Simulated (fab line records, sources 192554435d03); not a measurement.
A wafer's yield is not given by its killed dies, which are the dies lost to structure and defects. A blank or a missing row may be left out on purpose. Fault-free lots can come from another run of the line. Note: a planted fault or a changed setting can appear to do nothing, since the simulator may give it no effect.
Chamber matching + flow n5Finfet + N5_BEOL_M6_CURE_74 on uvCure-02: 3 sister chambers
The step cures SiCOH lowk, time 240 s. 3 wafers are shown with their chamber, then 7 later ones without.

## WAFERS, EACH WITH ITS CHAMBER
| wafer  | chamber | wafer_temp_C_max |
|--------|---------|------------------|
| L080.5 | 2       | 388.6            |
| L081.5 | 1       | 387.8            |
| L083.4 | 0       | 386.2            |

## WAFERS WHOSE CHAMBER IS MISSING
| wafer  | wafer_temp_C_max |
|--------|------------------|
| L083.5 | 387.2            |
| L091.2 | 386.8            |
| L091.4 | 387.5            |
| L091.6 | 387.1            |
| L092.2 | 386.8            |
| L092.5 | 386.6            |
| L092.6 | 386.2            |

## THE CHAMBER EACH PASSED THROUGH
| wafer  | from the rows above          | in truth |
|--------|------------------------------|----------|
| L083.5 | can't be placed: 1 or 0 or 2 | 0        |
| L091.2 | can't be placed: 0 or 1      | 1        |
| L091.4 | can't be placed: 1 or 2 or 0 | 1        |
| L091.6 | can't be placed: 1 or 0 or 2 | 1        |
| L092.2 | can't be placed: 0 or 1      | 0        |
| L092.5 | can't be placed: 0 or 1      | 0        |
| L092.6 | 0                            | 0        |
Correct placement for 1 of the 7. From these rows, 6 cannot be placed; in 6 the true chamber is one of the candidates. Number placed wrongly: 0.
How it was worked out, from the rows above alone: a wafer's distance from a chamber is the root of the sum, over the readings, of the square of ((its reading less the chamber's mean) divided by the reading's scatter). The wafer belongs to the nearest chamber; if the next one is less than 2 further off, it can't be placed. Each chamber's mean is taken over the wafers shown for it. The scatter: root of mean squared gap, hidden wafer to nearest shown wafer, with one shown wafer a chamber.
